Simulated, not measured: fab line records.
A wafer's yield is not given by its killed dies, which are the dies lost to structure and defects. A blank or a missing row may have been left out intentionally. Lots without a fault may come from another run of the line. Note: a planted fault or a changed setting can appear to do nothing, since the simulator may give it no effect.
Which tool was responsible? :: flow nand harc :: 24 lots with 72 wafers sampled at 4 steps, on a route of 1302 steps

## WHAT EACH GAUGE READ, for each wafer
NHARC_A_M1_CD_MEAS_09: target cd 120 nm. Usual: cd nm reads 120.3 nm (standard deviation 0.59).
lot: L074
measured: day 22 13:05
on: cd sem-02
cd nm (nm): 120.7 119.6 120.4
flag: 

lot: L075
measured: day 23 04:27
on: cd sem-02
cd nm (nm): 120.1 119.6 120.4
flag: 

lot: L076
measured: day 24 01:04
on: cd sem-02
cd nm (nm): 118.7 120.5 119.3
flag: 

lot: L077
measured: day 24 05:28
on: cd sem-01
cd nm (nm): 120.9 120.6 120.6
flag: 

lot: L078
measured: day 24 07:34
on: cd sem-03
cd nm (nm): 120.5 119.3 120.0
flag: 

lot: L080
measured: day 25 16:28
on: cd sem-03
cd nm (nm): 119.4 119.9 120.5
flag: 

lot: L079
measured: day 25 17:14
on: cd sem-03
cd nm (nm): 120.3 120.6 120.3
flag: 

lot: L081
measured: day 25 19:58
on: cd sem-01
cd nm (nm): 119.9 120.5 120.3
flag: 

lot: L082
measured: day 26 07:43
on: cd sem-02
cd nm (nm): 121.0 120.5 120.6
flag: 

lot: L083
measured: day 26 15:46
on: cd sem-03
cd nm (nm): 120.4 119.9 119.8
flag: 

lot: L085
measured: day 27 05:36
on: cd sem-02
cd nm (nm): 121.6 121.2 120.3
flag: 

lot: L084
measured: day 27 10:11
on: cd sem-03
cd nm (nm): 120.1 120.1 119.8
flag: 

lot: L086
measured: day 27 18:02
on: cd sem-02
cd nm (nm): 121.6 121.1 120.6
flag: 

lot: L087
measured: day 28 06:20
on: cd sem-01
cd nm (nm): 120.9 120.2 120.2
flag: 

lot: L088
measured: day 28 07:27
on: cd sem-01
cd nm (nm): 120.7 121.0 120.2
flag: 

lot: L090
measured: day 28 23:32
on: cd sem-01
cd nm (nm): 119.7 120.1 119.9
flag: 

lot: L089
measured: day 29 04:13
on: cd sem-01
cd nm (nm): 119.3 120.4 119.8
flag: 

lot: L092
measured: day 30 03:26
on: cd sem-01
cd nm (nm): 120.1 120.8 120.7
flag: 

lot: L091
measured: day 30 13:34
on: cd sem-02
cd nm (nm): 120.3 119.9 120.3
flag: 

lot: L094
measured: day 31 03:05
on: cd sem-01
cd nm (nm): 120.5 120.8 120.8
flag: 

lot: L093
measured: day 31 05:53
on: cd sem-02
cd nm (nm): 120.4 120.4 121.1
flag: 

lot: L095
measured: day 31 22:46
on: cd sem-01
cd nm (nm): 120.4 121.2 120.1
flag: 

lot: L096
measured: day 32 15:41
on: cd sem-02
cd nm (nm): 120.1 119.5 119.0
flag: 

lot: L097
measured: day 33 08:07
on: cd sem-03
cd nm (nm): 120.5 121.0 120.9
flag: 

NHARC_A_BONDPAD_THK_MEAS_30: measures by ellipsometry. Usual: thk nm reads 199.4 nm (standard deviation 1.6).
lot: L074
measured: day 22 17:32
on: film metro-02
thk nm (nm): 197.9 198.1 197.2
flag: 

lot: L075
measured: day 23 08:33
on: film metro-02
thk nm (nm): 202.2 197.8 200.1
flag: 

lot: L076
measured: day 24 05:20
on: film metro-02
thk nm (nm): 198.5 197.2 198.3
flag: 

lot: L077
measured: day 24 09:49
on: film metro-01
thk nm (nm): 201.5 201.7 202.7
flag: 

lot: L078
measured: day 24 11:46
on: film metro-02
thk nm (nm): 198.8 198.6 199.8
flag: 

lot: L080
measured: day 25 20:48
on: film metro-01
thk nm (nm): 201.2 199.9 198.2
flag: 

lot: L079
measured: day 25 21:22
on: film metro-02
thk nm (nm): 199.1 200.2 199.3
flag: 

lot: L081
measured: day 26 00:20
on: film metro-02
thk nm (nm): 202.7 198.7 198.9
flag: 

lot: L082
measured: day 26 11:52
on: film metro-01
thk nm (nm): 198.2 201.2 199.5
flag: 

lot: L083
measured: day 26 19:52
on: film metro-01
thk nm (nm): 201.1 200.7 196.0
flag: 

lot: L085
measured: day 27 09:43
on: film metro-01
thk nm (nm): 198.5 199.2 200.8
flag: 

lot: L084
measured: day 27 14:20
on: film metro-02
thk nm (nm): 199.9 198.3 198.1
flag: 

lot: L086
measured: day 27 22:14
on: film metro-01
thk nm (nm): 201.6 195.8 200.6
flag: 

lot: L087
measured: day 28 10:26
on: film metro-02
thk nm (nm): 200.5 197.7 200.8
flag: 

lot: L088
measured: day 28 11:37
on: film metro-02
thk nm (nm): 199.3 198.7 197.9
flag: 

lot: L090
measured: day 29 03:55
on: film metro-02
thk nm (nm): 202.0 198.8 202.0
flag: 

lot: L089
measured: day 29 08:29
on: film metro-01
thk nm (nm): 199.2 198.2 198.5
flag: 

lot: L092
measured: day 30 07:38
on: film metro-02
thk nm (nm): 198.0 198.7 197.7
flag: 

lot: L091
measured: day 30 17:42
on: film metro-01
thk nm (nm): 197.3 198.4 196.5
flag: 

lot: L094
measured: day 31 07:22
on: film metro-01
thk nm (nm): 198.7 198.0 198.2
flag: 

lot: L093
measured: day 31 10:02
on: film metro-01
thk nm (nm): 198.9 195.7 197.7
flag: 

lot: L095
measured: day 32 02:53
on: film metro-01
thk nm (nm): 198.6 199.7 199.7
flag: 

lot: L096
measured: day 32 19:49
on: film metro-01
thk nm (nm): 196.0 201.0 201.3
flag: 

lot: L097
measured: day 33 12:16
on: film metro-01
thk nm (nm): 199.8 200.0 199.5
flag: 

NHARC_A_BONDPAD_CD_MEAS_13. Usual: cd nm reads 499.0 nm (standard deviation 2).
lot: L074
measured: day 22 18:31
on: cd sem-03
cd nm (nm): 498.9 498.2 499.3
flag: 

lot: L075
measured: day 23 09:38
on: cd sem-02
cd nm (nm): 496.6 497.1 498.7
flag: 

lot: L076
measured: day 24 06:29
on: cd sem-03
cd nm (nm): 497.9 501.3 498.5
flag: 

lot: L077
measured: day 24 10:55
on: cd sem-02
cd nm (nm): 497.0 497.8 497.8
flag: 

lot: L078
measured: day 24 12:51
on: cd sem-02
cd nm (nm): 498.9 497.3 495.3
flag: 

lot: L080
measured: day 25 21:46
on: cd sem-01
cd nm (nm): 495.3 497.6 499.5
flag: 

lot: L079
measured: day 25 22:20
on: cd sem-03
cd nm (nm): 495.7 502.3 498.1
flag: 

lot: L081
measured: day 26 01:29
on: cd sem-01
cd nm (nm): 499.6 500.2 498.6
flag: 

lot: L082
measured: day 26 12:58
on: cd sem-02
cd nm (nm): 499.9 499.8 497.2
flag: 

lot: L083
measured: day 26 20:58
on: cd sem-03
cd nm (nm): 497.4 497.6 498.5
flag: 

lot: L085
measured: day 27 10:49
on: cd sem-01
cd nm (nm): 496.7 498.7 499.1
flag: 

lot: L084
measured: day 27 15:26
on: cd sem-01
cd nm (nm): 500.6 502.2 502.3
flag: 

lot: L086
measured: day 27 23:13
on: cd sem-02
cd nm (nm): 498.3 498.5 497.8
flag: 

lot: L087
measured: day 28 11:28
on: cd sem-03
cd nm (nm): 500.3 501.2 499.1
flag: 

lot: L088
measured: day 28 12:52
on: cd sem-03
cd nm (nm): 497.6 499.5 500.4
flag: 

lot: L090
measured: day 29 05:00
on: cd sem-02
cd nm (nm): 499.3 498.5 498.8
flag: 

lot: L089
measured: day 29 09:28
on: cd sem-01
cd nm (nm): 499.2 499.8 499.7
flag: 

lot: L092
measured: day 30 08:43
on: cd sem-03
cd nm (nm): 501.4 496.7 497.1
flag: 

lot: L091
measured: day 30 18:47
on: cd sem-01
cd nm (nm): 498.8 499.9 500.0
flag: 

lot: L094
measured: day 31 08:23
on: cd sem-02
cd nm (nm): 502.2 499.0 496.2
flag: 

lot: L093
measured: day 31 11:08
on: cd sem-03
cd nm (nm): 502.3 500.4 502.7
flag: 

lot: L095
measured: day 32 03:59
on: cd sem-02
cd nm (nm): 498.0 499.2 496.8
flag: 

lot: L096
measured: day 32 20:47
on: cd sem-03
cd nm (nm): 498.7 498.0 499.5
flag: 

lot: L097
measured: day 33 13:22
on: cd sem-03
cd nm (nm): 498.9 501.6 495.5
flag: 

NHARC_THIN_TSV_THK_MEAS_02: measures by ir. Usual: thk nm reads 3035 nm (standard deviation 220).
lot: L074
measured: day 23 08:20
on: film metro-02
thk nm (nm): 2850 3309 3196
flag: 

lot: L075
measured: day 23 23:08
on: film metro-02
thk nm (nm): 3061 3159 2937
flag: 

lot: L076
measured: day 24 19:56
on: film metro-02
thk nm (nm): 2975 3243 2816
flag: 

lot: L077
measured: day 25 00:05
on: film metro-02
thk nm (nm): 3169 3538 2864
flag: 

lot: L078
measured: day 25 01:17
on: film metro-01
thk nm (nm): 3072 2759 2924
flag: 

lot: L080
measured: day 26 11:08
on: film metro-01
thk nm (nm): 2828 3232 3160
flag: 

lot: L079
measured: day 26 12:21
on: film metro-01
thk nm (nm): 3159 2874 2932
flag: 

lot: L081
measured: day 26 15:13
on: film metro-02
thk nm (nm): 2758 2666 2621
flag: 

lot: L082
measured: day 27 02:39
on: film metro-01
thk nm (nm): 3193 3266 3197
flag: 

lot: L083
measured: day 27 10:28
on: film metro-02
thk nm (nm): 3223 2923 2864
flag: 

lot: L085
measured: day 28 00:10
on: film metro-01
thk nm (nm): 2691 2902 2598
flag: 

lot: L084
measured: day 28 06:49
on: film metro-02
thk nm (nm): 2531 3160 2855
flag: 

lot: L086
measured: day 28 14:44
on: film metro-02
thk nm (nm): 3105 3032 3167
flag: 

lot: L087
measured: day 29 04:46
on: film metro-02
thk nm (nm): 3255 3045 3325
flag: 

lot: L088
measured: day 29 05:59
on: film metro-01
thk nm (nm): 2906 2979 3281
flag: 

lot: L090
measured: day 29 21:14
on: film metro-01
thk nm (nm): 2751 3123 2836
flag: 

lot: L089
measured: day 29 22:26
on: film metro-01
thk nm (nm): 2804 2693 2730
flag: 

lot: L092
measured: day 30 22:10
on: film metro-02
thk nm (nm): 3170 3082 3230
flag: 

lot: L091
measured: day 31 08:14
on: film metro-01
thk nm (nm): 3085 3095 3436
flag: 

lot: L094
measured: day 32 02:40
on: film metro-02
thk nm (nm): 3065 2742 2866
flag: 

lot: L093
measured: day 32 01:30
on: film metro-02
thk nm (nm): 3458 3475 3168
flag: 

lot: L095
measured: day 32 17:43
on: film metro-02
thk nm (nm): 2924 3013 2939
flag: 

lot: L096
measured: day 33 11:06
on: film metro-02
thk nm (nm): 3429 3101 3116
flag: 

lot: L097
measured: day 34 05:02
on: film metro-02
thk nm (nm): 3224 2877 3002
flag: 

## WHAT TOOL EACH LOT RAN ON (gives the tool, then ch and the chambers of the sampled wafers, and finally the start)
There is no process step in the record ahead of these readings.

## AS READ BY THE TOOLS THEMSELVES (means over the sampled wafers that have a number; for cases with no such wafer, the mark the record gives instead)
The record holds no such reading with a usual standard deviation.

## THE ANSWER, worked out from the rows above alone
Rule: take the mean of a lot's wafers that have a number; if it is more than 3 standard deviations from the usual mean, the lot is off. Also off: a lot with no number at a reading for which 4 or more lots have one. Where the step has rows for the other lots, those lots are counted as sound. Order of review: gauges by route order, followed by the tools' own readings, for which a lot's mean as printed above is used. The first step at which some lot is off is used, and at that step the reading that is off furthest; a lot without a number counts as furthest.
No lot is off at any reading shown: from this, nothing can be told.

## WHAT THE SIMULATOR HAD PUT IN
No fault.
